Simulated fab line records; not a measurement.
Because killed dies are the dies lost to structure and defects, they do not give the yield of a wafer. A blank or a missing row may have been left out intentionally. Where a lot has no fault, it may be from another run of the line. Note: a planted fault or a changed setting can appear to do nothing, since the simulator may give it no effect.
A struck lot beside a sound one + flow n5Finfet + 14 out of 1938 route steps
Sound: wafers L339.1, L339.2, L339.4. Wafers struck: L336.1, L336.3, L336.4. Last of all comes the cause.
Order at every step that has rows: each side's tool, ch and its chambers, its first start. Under that, the readings that differ: sound wafers + struck wafers + difference of the means + sigmas: that difference in standard deviations of wafers without a fault.
alike: a reading whose means differ by less than 2 such deviations, as well as words and numbers matching on both sides. not compared: withheld readings; readings where some wafer has no value; bounds like >300 that might hide an equal value; numbers whose values overlap and for which the record gives no deviation.
A row with sigmas, a row that says differs or no value, or rows on one side alone: a step with any of these is where the two part. Numbers that don't overlap but have no deviation are shown without sigmas and don't part them. Lack of a reading on every wafer of one side parts them only where that side has two or more wafers.

first, 9 steps without rows for these wafers: N5_BEOL_M0_CUTY_DESCUM_61 (chemistry O2, time 7.9 s); N5_BEOL_M0_CUTY_ETCH_62 (etches SiARC in CF4, time 58.5 s); N5_BEOL_M0_CUTY_ETCH_63 (etches SOC in N2/H2, target depth 82.7 nm, overetch 16.5 nm, time 124 s); N5_BEOL_M0_CUTY_STRIP_64 (strips in N2/H2); N5_BEOL_M0_ETCH_138 (etches SiCN in CH3F/O2, target depth 12 nm, time 31.6 s); N5_BEOL_M0_HM_OPEN_105 (chemistry Cl2/BCl3, target TiN, target depth 12 nm); N5_BEOL_M0_STRIP_140 (strips in CF4); N5_BEOL_M0_STRIP_104 (strips in N2/H2); N5_BEOL_M0_WET_ETCH_106 (etches SiO2 in DHF, target depth 130 nm, rinse time 30 s).
N5_BEOL_M0_ETCH_128: etches SiCN in CF4/N2, target depth 12 nm, overetch 5.1 nm, time 21.4 s.
  sound on rieDiel-01 ch 0,2,3, day 11 13:23; struck on rieDiel-06 ch 0,1,3, day 10 14:41
  no value came back on the struck wafers for any of 8 readings (biasW (W), cf4FlowSccm (sccm) and others); on the sound wafers biasW (W) reads 70.10 69.80 70.00
| reading                                        | sound        | struck       | difference | sigmas |
|------------------------------------------------|--------------|--------------|------------|--------|
| model.SiCN_of_BEOL_M0_SAQP_PECVD_03.thkNm (nm) | 0 0 0        | 8.4 8.2 8.8  | +8.5       |        |
| model.TiN_of_BEOL_M0_SAQP_HM_DEP_02.thkNm (nm) | 10.8 11 11.2 | 12 11.8 11.8 | +1         |        |
N5_BEOL_M0_TRENCH_ETCH_107: etches SiOC in C4F6/O2, target depth 32.8 nm, time 16.4 s.
  sound on rieDiel-01 ch 0,2,3, day 11 13:26; struck on rieDiel-06 ch 0,1,3, day 10 14:44
| reading                                        | sound       | struck         | difference | sigmas |
|------------------------------------------------|-------------|----------------|------------|--------|
| model.TiN_of_BEOL_M0_SAQP_HM_DEP_02.thkNm (nm) | 9.4 9.6 9.8 | 10.8 10.6 10.4 | +1.0       |        |
  alike: C4F6_flow_sccm, O2_flow_sccm, drypumpMotorCurrentA, oesProductAu, rfVppV, showerheadPlenumPTorr, throttleValvePct
  not compared: rfHoursCounterH
then, 1 step without rows for these wafers: N5_BEOL_M0_STRIP_142 (strips in N2/H2, time 10 s).
N5_BEOL_M4_RC_MEAS_101:
  the record has rows for the sound wafers here (prober-02 ch 0, day 14 07:03) and none for the struck ones
-- the record jumps here: 7 days lie between the struck wafers' starts before and after (it left off in module BEOL_M4 and takes up again in module PASSIVATION, whose first step shown is number 1936 of the route) --
N5_PASSIVATION_PROBE_49:
  record: rows for the struck wafers here (prober-01, day 17 14:47), none for the sound ones

WHERE THEY PART
First at N5_BEOL_M0_ETCH_128; last, within this record, at N5_PASSIVATION_PROBE_49.

WHY: what the simulator had put in
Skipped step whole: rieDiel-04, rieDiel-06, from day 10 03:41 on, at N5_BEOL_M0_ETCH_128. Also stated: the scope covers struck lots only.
